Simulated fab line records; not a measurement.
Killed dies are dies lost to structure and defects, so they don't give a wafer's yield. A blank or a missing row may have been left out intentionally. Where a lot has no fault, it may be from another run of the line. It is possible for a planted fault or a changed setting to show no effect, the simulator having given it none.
Chamber matching	flow n5Finfet	N5_BEOL_M1_CMP_52 on cmp-04: 4 sister chambers
The step polishes, stops on SiOC, t overpolish 6.8 s, target thk 40 nm. 18 wafers are shown with their chamber, then 9 later ones without.

== WAFERS PAIRED WITH THEIR CHAMBERS ==
wafer	chamber	motorCurrentA (A)	timeToEndpointS (s)	barrierFieldEndpointS (s)
L075.2	3	5.3	59	24.2
L075.5	3	5.7	59	24.8
L075.6	2	6.8	59	24.5
L081.1	2	7.0	63	24.7
L081.3	1	5.6	67	24.7
L081.4	3	5.3	62	24.3
L083.1	1	5.8	67	24.5
L083.4	3	5.7	63	23.9
L083.5	3	5.6	61	24.0
L084.1	0	6.7	65	24.0
L084.5	3	5.6	60	24.3
L084.6	2	7.4	62	24.3
L086.1	0	7.1	69	25.6
L086.3	2	6.9	63	24.8
L086.5	0	6.6	65	25.3
L090.2	1	5.5	67	24.8
L090.3	0	6.7	63	25.2
L090.5	2	6.9	59	24.8

SIGNATURES (means of the wafers above)
reading	chamber 0	chamber 1	chamber 2	chamber 3	scatter within a chamber
motorCurrentA	6.775	5.633	7.000	5.533	0.205
timeToEndpointS	65.50	67.00	61.20	60.67	1.87
barrierFieldEndpointS	25.025	24.667	24.620	24.250	0.398
Rule: distance of a wafer from a chamber = root of the sum over the readings of ((wafer's reading minus chamber's mean) / reading's scatter) squared. If the next closest chamber is less than 2 further off than the closest, the wafer can't be placed; otherwise it belongs to the closest. The scatter is the square root of a quotient: the sum, over the shown wafers, of each reading's squared deviation from its chamber's mean, divided by wafers minus chambers.

== WAFERS WITHOUT THEIR CHAMBER ==
wafer	motorCurrentA (A)	timeToEndpointS (s)	barrierFieldEndpointS (s)
L094.2	6.9	63	24.8
L094.3	5.5	68	26.1
L094.5	5.7	65	24.9
L095.1	7.1	62	25.3
L095.4	6.6	67	26.1
L095.6	7.2	66	25.7
L096.2	7.1	65	25.0
L096.4	5.6	62	24.9
L096.5	5.5	67	25.7

== THE CHAMBER EACH PASSED THROUGH ==
wafer	from the rows above	in truth
L094.2	can't be placed: 2 or 0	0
L094.3	1	1
L094.5	can't be placed: 1 or 3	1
L095.1	can't be placed: 2 or 0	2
L095.4	0	0
L095.6	can't be placed: 0 or 2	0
L096.2	can't be placed: 0 or 2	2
L096.4	can't be placed: 3 or 1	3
L096.5	1	1
3 of 9 placed correctly. Can't be placed from these rows: 6 (the true chamber is among the candidates in 6). Placed wrongly: 0.
